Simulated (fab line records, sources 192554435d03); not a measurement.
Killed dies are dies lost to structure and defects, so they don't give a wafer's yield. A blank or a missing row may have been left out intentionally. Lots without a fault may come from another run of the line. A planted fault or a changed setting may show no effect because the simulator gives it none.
Lot-split experiment | flow n5_finfet | route with 1938 steps; 7 lots, 21 wafers read

## THE SPLIT ITSELF
At N5_BEOL_M13_COAT_58 (time 60 s, resist thk 89 nm), the setting spin_rpm was moved away from the recipe's 1500 rpm on 10 of the 21 wafers read, by -9.7% to +8.1%. This setting was run at the recipe's value on the other wafers.

## FROM THE SPLIT TO THE READING: what the file shows between them, 3 steps
- N5_BEOL_M13_COAT_04: resist thk 400 nm
- N5_BEOL_M13_EBR_06
- N5_BEOL_M13_DESCUM_15: chemistry O2, time 7.9 s

## THE READING
etch.depth_nm (the simulator's own value, which no gauge read), in nm, at N5_BEOL_M13_ETCH_59 (etches BARC in N2/H2, target depth 89 nm, overetch 26.7 nm, time 67.9 s). The file gives no usual value for it. Here, 11 wafers ran the recipe; their average is 89.21 nm with a standard deviation of 0.26 nm.

wafer  | tool, chamber at the split | spin_rpm as run, rpm | against the recipe | etch.depth_nm, nm | against lot-mates on the recipe
L074.1 | litho_track-04, 0          | 1500                 | recipe             | 89.18             | -
L074.4 | litho_track-04, 0          | 1622                 | +8.1%              | 85.45             | -3.73
L074.5 | litho_track-04, 0          | 1622                 | +8.1%              | 85.65             | -3.53
L075.3 | litho_track-01, 0          | 1397                 | -6.9%              | 92.09             | no lot-mate on the recipe
L075.4 | litho_track-01, 0          | 1397                 | -6.9%              | 92.08             | no lot-mate on the recipe
L075.5 | litho_track-01, 0          | 1397                 | -6.9%              | 91.97             | no lot-mate on the recipe
L076.3 | litho_track-01, 0          | 1607                 | +7.1%              | 86.16             | -2.98
L076.4 | litho_track-01, 0          | 1607                 | +7.1%              | 86.1              | -3.04
L076.6 | litho_track-01, 0          | 1500                 | recipe             | 89.14             | -
L078.2 | litho_track-01, 0          | 1396                 | -6.9%              | 92.31             | +3.00
L078.5 | litho_track-01, 0          | 1396                 | -6.9%              | 92.73             | +3.42
L078.6 | litho_track-01, 0          | 1500                 | recipe             | 89.31             | -
L089.1 | litho_track-03, 0          | 1354                 | -9.7%              | 93.89             | +5.11
L089.3 | litho_track-03, 0          | 1500                 | recipe             | 88.82             | -
L089.4 | litho_track-03, 0          | 1500                 | recipe             | 88.73             | -
L091.2 | litho_track-04, 0          | 1500                 | recipe             | 89.09             | -
L091.3 | litho_track-04, 0          | 1500                 | recipe             | 89.43             | -
L091.4 | litho_track-04, 0          | 1500                 | recipe             | 89.1              | -
L092.1 | litho_track-03, 0          | 1500                 | recipe             | 89.39             | -
L092.2 | litho_track-03, 0          | 1500                 | recipe             | 89.53             | -
L092.4 | litho_track-03, 0          | 1500                 | recipe             | 89.59             | -

FIT RESULTS
A straight line over all 21 wafers: etch.depth_nm changes by -0.447 nm for each +1% of spin_rpm; r = -0.99; the points scatter about the line by 0.26 nm.
The same after taking each lot's own level away (the mean of its wafers on the recipe; 18 wafers): -0.463 nm for each +1%; r = -1.00; scatter 0.2 nm.
According to that fit, moving spin_rpm by its largest amount changes the reading by 4.5 nm.
Across the lots, their own levels run from 88.775 to 89.503 nm, a range of 2.8 times the standard deviation given above.
So the lot-to-lot level changes the slope little: the two slopes agree.
Check: +4.37 nm against its lot-mates is what the line predicts for one of the wafers moved furthest among these (-9.7%) when that wafer is left out of the fit. Against them it came out at +5.11 nm.

## THE WHOLE CHAIN: every reading that the file lists as answering this split, in the file's order
step                 | what it does                                                            | reading                                                                          | change (the file's fit)               | r (the file's)
N5_BEOL_M13_COAT_58  | time 60 s, resist thk 89 nm                                             | BARC_of_BEOL_M13_COAT_58.thk_nm (the simulator's own value, which no gauge read) | -0.471 nm for each +1% of the setting | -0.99
N5_BEOL_M13_ETCH_59  | etches BARC in N2/H2, target depth 89 nm, overetch 26.7 nm, time 67.9 s | etch.depth_nm (the simulator's own value, which no gauge read)                   | -0.473 nm for each +1% of the setting | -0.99
N5_BEOL_M13_STRIP_64 | strips in N2/H2                                                         | strip_time_to_endpoint_s                                                         | withheld for each +1% of the setting  | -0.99

## FILE'S OWN FIT
etch.depth_nm changes by -0.473 nm for each +1% of spin_rpm, r = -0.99.
